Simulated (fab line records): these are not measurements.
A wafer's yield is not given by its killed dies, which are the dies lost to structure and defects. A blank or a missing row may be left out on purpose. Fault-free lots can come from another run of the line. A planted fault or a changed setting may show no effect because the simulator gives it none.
Struck lot and sound lot, side by side	flow nand harc	40 steps out of a route of 1302
Sound: wafers L245.1, L245.4, L245.6. The struck wafers were L258.1, L258.2, L258.5. At the end, the cause is stated.
Each step with rows lists, per side, the tool, then ch with its chambers, then its first start. Under that, the readings that differ: sound wafers	struck wafers	difference of the means	sigmas: that difference in standard deviations of wafers without a fault.
alike: a reading whose means differ by less than 2 such deviations, as well as words and numbers matching on both sides. not compared: withheld readings; readings where some wafer has no value; bounds like >300 that might hide an equal value; numbers whose values overlap and for which the record gives no deviation.
Wherever a step has rows on one side only, a row that says differs or no value, or a row with sigmas, the two part there. Non-overlapping numbers with no deviation appear without sigmas and do not part them. A reading that every wafer of one side lacks parts them only if that side has two wafers or more.

NHARC_A_SGD_CUT_STRIP_17: strips in O2.
  sound on rie diel-06 ch 0,1,3; struck on rie diel-08 ch 0,2,3
  alike: drypump motor current A, oes product au, rf vpp V, showerhead plenum p Torr, throttle valve pct
  not compared: rf hours counter h
then, 5 steps without rows for these wafers: NHARC_A_SGD_CUT_PRECLEAN_18 (cleans in SC1); NHARC_A_SGD_CUT_SRD_19; NHARC_A_SGD_CUT_DEP_20 (deposits SiO2, target thk 150 nm); NHARC_A_SGD_CUT_ANNEAL_27 (time 1800 s); NHARC_A_SGD_CUT_CMP_21 (polishes, target thk 148.19 nm).
NHARC_A_SGD_CUT_THK_MEAS_22: measures by ellipsometry.
  struck on film metro-02, day 25 02:02; sound on film metro-01, day 19 07:55
  alike: thk nm
then, 2 steps without rows for these wafers: NHARC_A_SGD_CUT_SRD_23; NHARC_A_SGD_CUT_ETCH_26 (etches SiO2 in dHF, target depth 45.8 nm).
NHARC_A_SGD_CUT_ETCHBACK_24: etches the open film in CH3F/O2, target depth 50 nm, time 92.857 s.
  sound on rie diel-08 ch 0,3, day 19 08:08; struck on rie diel-08 ch 1,2, day 25 02:18
reading	sound	struck	difference	sigmas
drypump motor current A (A)	6.3 5.9 6.3	5.0 4.9 4.9	-1.2	-2
oes product au (a.u.)	1.01 1.01 1.01	0.93 0.92 0.92	-0.09	-3
  alike: rf vpp V, showerhead plenum p Torr, throttle valve pct
  not compared: rf hours counter h
then, 1 step without rows for these wafers: NHARC_A_SGD_CUT_STRIP_28 (strips in O2, time 20 s).
NHARC_A_SGD_CUT_INSPECT_25:
  struck on defect inspect-02, day 25 02:35; sound on defect inspect-01, day 19 08:23
  alike: raw defect count
NHARC_A_SLIT_DEP_25: deposits SiO2, target thk 200 nm.
  sound on pecvd-04 ch 0,2, day 19 08:27; struck on pecvd-03 ch 1,2, day 25 02:40
  alike: heater power outer w, heater power w, throttle valve pct
NHARC_A_SLIT_DEP_00: deposits aC, target thk 6200 nm.
  sound on acl dep-01 ch 0, day 19 12:41; struck on acl dep-03 ch 0, day 25 05:08
  alike: throttle valve pct
NHARC_A_SLIT_DEP_23: deposits SiON, target thk 100 nm.
  sound on pecvd-02 ch 0,1,2, day 19 16:31; struck on pecvd-04 ch 0,1,2, day 25 08:53
  alike: heater power outer w, heater power w
then, 8 steps without rows for these wafers: NHARC_A_SLIT_DEHYDRATE_01 (time 120 s); NHARC_A_SLIT_HMDS_02 (time 30 s); NHARC_A_SLIT_COAT_03 (resist thk 90 nm); NHARC_A_SLIT_SOFTBAKE_04 (time 55 s); NHARC_A_SLIT_EBR_05; NHARC_A_SLIT_EXPOSE_06 (exposes mask SLIT); NHARC_A_SLIT_PEB_07 (peb time 65 s); NHARC_A_SLIT_DEVELOP_08 (develop time 35 s).
NHARC_A_SLIT_CD_MEAS_09 targets a cd of 300 nm.
  sound on cd sem-03 ch 0, day 19 17:10; struck on cd sem-01 ch 0, day 25 09:34
  alike: cd nm
NHARC_A_SLIT_OVL_MEAS_10:
  struck on overlay-02, day 25 09:40; sound on overlay-01, day 19 17:15
  alike: overlay x nm, overlay y nm
then, 4 steps without rows for these wafers: NHARC_A_SLIT_DESCUM_14 (chemistry O2, time 3 s); NHARC_A_SLIT_ETCH_24 (etches the open film in CF4/CHF3, target depth 121 nm, time 60.5 s); NHARC_A_SLIT_ETCH_15 (etches the open film in O2/COS, target depth 6200 nm, time 1612 s); NHARC_A_SLIT_ETCH_17 (etches the open film in C4F8/O2/Ar, time 4254.5 s, target depth 20300 nm).
NHARC_A_SLIT_ETCH_26: etches the open film in C4F8/O2/Ar, time 90 s, target depth 400 nm.
  sound on har etch-01 ch 1, day 19 22:13; struck on har etch-01 ch 0,1, day 25 18:38
  alike: drypump motor current A, showerhead plenum p Torr, throttle valve pct
  not compared: rf hours counter h
then, 5 steps without rows for these wafers: NHARC_A_SLIT_STRIP_28 (strips in O2/COS); NHARC_A_SLIT_ETCH_29 (etches the open film in CF4/O2, target depth 100 nm, overetch 10 nm, time 55 s); NHARC_A_SLIT_STRIP_18 (strips in O2); NHARC_A_SLIT_PRECLEAN_19 (cleans in SC1); NHARC_A_SLIT_SRD_20.
NHARC_A_SLIT_CD_MEAS_21:
  struck on cd sem-01, day 25 20:10; sound on cd sem-01, day 19 23:38
reading	sound	struck	difference	sigmas
cd nm (nm)	290.8 290.0 289.7	287.3 287.8 287.3	-2.7	-3
then, 3 steps without rows for these wafers: NHARC_A_SIN_REMOVE_WET_00 (chemistry H3PO4, time 15300 s); NHARC_A_SIN_REMOVE_PRECLEAN_01 (cleans in SC1); NHARC_A_SIN_REMOVE_SRD_02.
-- break in the record here, with 4 days between the starts of the struck wafers on either side (left off in module A_SIN_REMOVE, picked up again in module END, where the first step shown is number 1302 on the route) --
NHARC_END_SORT_01:
  here the record holds rows for the struck wafers (prober-02 ch 0, day 30 03:16) but none for the sound ones

WHERE THEY PART
First at NHARC_A_SGD_CUT_ETCHBACK_24; last, within this record, at NHARC_END_SORT_01.

WHY: whatever the simulator had introduced
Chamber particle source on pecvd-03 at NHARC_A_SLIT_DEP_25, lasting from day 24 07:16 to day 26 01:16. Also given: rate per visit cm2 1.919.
